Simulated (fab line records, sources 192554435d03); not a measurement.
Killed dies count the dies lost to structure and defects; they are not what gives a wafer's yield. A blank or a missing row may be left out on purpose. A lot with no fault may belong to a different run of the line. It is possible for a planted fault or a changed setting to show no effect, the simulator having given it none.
A struck lot beside a sound one -- flow n5 finfet -- 19 out of 1938 route steps
Sound: the wafers L366.3, L366.4, L366.6. Struck: wafer L380.5; the same lot's L380.4 was not struck, so it is left out; see the end for the cause.
For every step that has rows: the tool of each side, followed by ch and its chambers, followed by its first start. Under that, the readings that differ: sound wafers -- struck wafers -- difference of the means -- sigmas: that difference in standard deviations of wafers without a fault.
alike: readings whose means differ by less than 2 such deviations, and words and numbers that are the same on both sides. not compared: withheld readings, readings that some wafer has no value for, bounds like >300 that may hide the same value, and numbers for which the record gives no deviation and whose values overlap.
A row with sigmas, a row that says differs or no value, or rows on one side alone: a step with any of these is where the two part. When numbers do not overlap yet have no deviation, they are printed without sigmas and do not part them. Lack of a reading on every wafer of one side parts them only where that side has two or more wafers.

first, 9 steps without rows for these wafers: N5_MOL_CONTACT_COAG_COAT_62 (time 60 s, resist thk 60 nm); N5_MOL_CONTACT_COAG_COAT_63 (time 60 s, resist thk 10 nm); N5_MOL_CONTACT_COAG_COAT_64 (time 60 s, resist thk 10 nm); N5_MOL_CONTACT_COAG_COAT_34 (resist thk 40 nm); N5_MOL_CONTACT_COAG_EBR_36; N5_MOL_CONTACT_COAG_SOFTBAKE_35 (time 60 s); N5_MOL_CONTACT_COAG_EXPOSE_37 (exposes mask VD, defocus 0 nm); N5_MOL_CONTACT_COAG_PEB_38 (peb time 60 s); N5_MOL_CONTACT_COAG_DEVELOP_39 (develop time 30 s).
N5_MOL_CONTACT_COAG_CD_MEAS_40 targets a cd of 25.1 nm.
  sound on cd sem-01 ch 0, day 5 03:29; struck on cd sem-02 ch 0, day 8 20:25
reading,sound,struck,difference,sigmas
cd nm (nm),25.17 25.04 25.39,24.51,-0.69,-3
N5_MOL_CONTACT_COAG_OVL_MEAS_41:
  sound on overlay-02 ch 0, day 5 03:32; struck on overlay-02 ch 0, day 8 20:29
  alike: VD_OVL
N5_MOL_CONTACT_COAG_INSPECT_42: inspects for defects (brightfield).
  sound on defect inspect-02 at day 5 03:35; struck on defect inspect-02 at day 8 20:31
  alike: raw defect count
N5_MOL_CONTACT_COAG_DESCUM_45: chemistry O2, time 7 s.
  sound on rie diel-01 ch 1,3, day 5 03:47; struck on rie diel-05 ch 2, day 8 21:16
reading,sound,struck,difference,sigmas
model.CAR-EUV_of_MOL_CONTACT_COAG_COAT_34.thk nm (nm),36 36 36,37.4,+1.4,
  alike: drypump motor current A, oes product au, rf vpp V, showerhead plenum p Torr, throttle valve pct
  not compared: rf hours counter h
N5_MOL_CONTACT_COAG_ETCH_65: etches underlayer in N2/H2, target depth 13 nm, time 10.4 s.
  sound on rie diel-01 ch 1,3, day 5 03:49; struck on rie diel-05 ch 2, day 8 21:18
reading,sound,struck,difference,sigmas
etch rf on time s (s),10.52 10.25 10.24,10.94,+0.60,+2
  alike: drypump motor current A, oes product au, rf vpp V, showerhead plenum p Torr, throttle valve pct
  not compared: rf hours counter h
N5_MOL_CONTACT_COAG_ETCH_66: etches SiARC in CF4, target depth 13 nm, time 21.7 s.
  sound on rie diel-01 ch 1,3, day 5 03:50; struck on rie diel-05 ch 2, day 8 21:20
  alike: cf4 flow sccm, drypump motor current A, etch rf on time s, oes product au, rf vpp V, showerhead plenum p Torr, throttle valve pct
  not compared: rf hours counter h
N5_MOL_CONTACT_COAG_ALD_133: deposits SiO2, target thk 5 nm, pulse time 1 s, co reactant pulse time 1 s.
  sound on ald sin-01 ch 0,1, day 5 03:55; struck on ald sin-04 ch 1, day 8 21:30
reading,sound,struck,difference,sigmas
precursor pulse height rel,1.001 0.961 0.954,1.014,+0.042,+2
  alike: heater power w
N5_MOL_CONTACT_COAG_ETCHBACK_134: etches SiO2 in CHF3, target depth 10 nm, time 6.7 s.
  sound on rie diel-05 ch 1,2,3, day 5 04:07; struck on rie diel-05 ch 2, day 8 22:21
reading,sound,struck,difference,sigmas
model.CAR-EUV_of_MOL_CONTACT_COAG_COAT_34.thk nm (nm),15.6 15.4 15.4,17,+2,
  alike: drypump motor current A, oes product au, rf vpp V, showerhead plenum p Torr, throttle valve pct
  not compared: rf hours counter h
N5_MOL_CONTACT_COAG_ETCH_67: etches SOC in N2/H2, target depth 60 nm, overetch 21 nm, time 101.2 s.
  sound on rie diel-05 ch 1,2,3, day 5 04:09; struck on rie diel-05 ch 2, day 8 22:25
  alike: drypump motor current A, oes product au, rf vpp V, showerhead plenum p Torr, throttle valve pct
  not compared: rf hours counter h
-- the record jumps here: 3 days lie between the struck wafers' starts before and after (it left off in module MOL_CONTACT_COAG and takes up again in module BEOL_M4, whose first step shown is number 1111 of the route) --
N5_BEOL_M4_RC_MEAS_101:
  sound on prober-01 ch 0, day 8 11:59; struck on prober-02 ch 0, day 12 08:42
  alike: DIBL_N, DIBL_P, IOFF_N, IOFF_P, ION_N, ION_P, SS_N, SS_P, VT_N, VT_P

## WHERE THEY PART
Earliest at N5_MOL_CONTACT_COAG_CD_MEAS_40; latest, in this record, at N5_MOL_CONTACT_COAG_ALD_133. Later steps at which nothing parts them and some readings are alike: N5_MOL_CONTACT_COAG_ETCHBACK_134, N5_MOL_CONTACT_COAG_ETCH_67, N5_BEOL_M4_RC_MEAS_101.

WHY: what the simulator had put in
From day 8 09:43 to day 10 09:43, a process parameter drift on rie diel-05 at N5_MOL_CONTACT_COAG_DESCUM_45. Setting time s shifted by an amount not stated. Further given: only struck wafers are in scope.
